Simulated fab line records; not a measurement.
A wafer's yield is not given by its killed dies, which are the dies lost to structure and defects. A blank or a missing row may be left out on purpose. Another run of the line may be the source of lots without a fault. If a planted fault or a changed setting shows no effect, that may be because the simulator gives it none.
Split-lot experiment	flow n5_finfet	route with 1938 steps; 7 lots, 21 wafers read

== THE SPLIT ITSELF ==
At N5_BEOL_M1_CMP_52 (polishes, stops on SiOC, t overpolish 6.8 s, target thk 40 nm), the setting down_force_psi was moved away from the recipe's 1 psi on 8 of the 21 wafers read, by -15.3% to +9.7%. For the rest of the wafers, this setting stayed at what the recipe calls for.

The reading comes from the split's own step.

== THE READING ==
barrier_field_endpoint_s, in s, at N5_BEOL_M1_CMP_52 (polishes, stops on SiOC, t overpolish 6.8 s, target thk 40 nm). A value of 24.6 s with a standard deviation of 0.52 s is what fault-free wafers of this fab line usually give.

wafer	tool, chamber at the split	down_force_psi as run, psi	against the recipe	barrier_field_endpoint_s, s	against lot-mates on the recipe
L074.2	cmp-03, 2	1	recipe	24.2	-
L074.4	cmp-03, 3	0.8474	-15.3%	29.5	+4.9
L074.5	cmp-03, 0	1	recipe	25.1	-
L076.1	cmp-04, 0	1	recipe	25.0	-
L076.2	cmp-04, 2	1	recipe	24.8	-
L076.6	cmp-04, 0	1	recipe	25.5	-
L077.2	cmp-04, 1	1.097	+9.7%	21.3	no lot-mate on the recipe
L077.4	cmp-04, 2	1.097	+9.7%	21.8	no lot-mate on the recipe
L077.6	cmp-04, 1	1.097	+9.7%	21.4	no lot-mate on the recipe
L082.4	cmp-04, 3	1	recipe	24.4	-
L082.2	cmp-04, 0	1	recipe	24.0	-
L082.3	cmp-04, 1	1	recipe	23.9	-
L083.1	cmp-03, 1	1.071	+7.1%	22.7	-1.6
L083.3	cmp-03, 2	1	recipe	24.3	-
L083.4	cmp-03, 3	1.071	+7.1%	23.0	-1.3
L090.2	cmp-01, 3	0.8883	-11.2%	27.9	+4.3
L090.1	cmp-01, 0	1	recipe	23.6	-
L090.6	cmp-01, 3	0.8883	-11.2%	27.7	+4.1
L095.1	cmp-01, 0	1	recipe	24.0	-
L095.4	cmp-01, 1	1	recipe	24.5	-
L095.6	cmp-01, 3	1	recipe	25.1	-

THE FIT
A straight line over all 21 wafers: barrier_field_endpoint_s changes by -0.302 s for each +1% of down_force_psi; r = -0.97; the points scatter about the line by 0.5 s.
The same after taking each lot's own level away (the mean of its wafers on the recipe; 18 wafers): -0.317 s for each +1%; r = -0.97; scatter 0.44 s.
According to that fit, moving down_force_psi by its largest amount changes the reading by 4.8 s.
Across the lots, their own levels run from 23.60 to 25.10 s, a range of 2.9 times the standard deviation given above.
Consequently the slope shifts little with the lot-to-lot level, the two slopes agreeing.
Check: for one of the wafers moved furthest among these (-15.3%), held out of the fit, the line's prediction against its lot-mates is +5.09 s. It came out at +4.85 s against them.
Tool readings at the split's step, against how far the setting was moved: barrier_field_endpoint_s r = -0.97.

== OTHER SPLITS ON THESE WAFERS ==
Note: prior to the reading, these wafers also went through further splits. Each is held against what the fit with the lots' levels taken away leaves over:
other split on the same wafers	wafers away from the commonest value	r with barrier_field_endpoint_s (lot level and that fit taken away)
N5_MOL_CONTACT_COAG_PECVD_31 temp_c	5	+0.30
N5_MOL_CONTACT_COAG_ETCH_124 source_w	7	+0.14
N5_MOL_CONTACT_COAG_CVD_140 target_thk_a	8	+0.11
N5_BEOL_M0_SAQP_EXPOSE_37 dose_mj	6	-0.25
N5_BEOL_M0_SAQP_ETCH_88 source_w	7	-0.13
N5_BEOL_M0_ETCH_138 source_w	6	-0.07
N5_BEOL_M1_TRENCH_ETCH_37 time_s	6	+0.08

== THE FILE'S OWN FIT ==
barrier_field_endpoint_s changes by -0.321 s for each +1% of down_force_psi, r = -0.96.
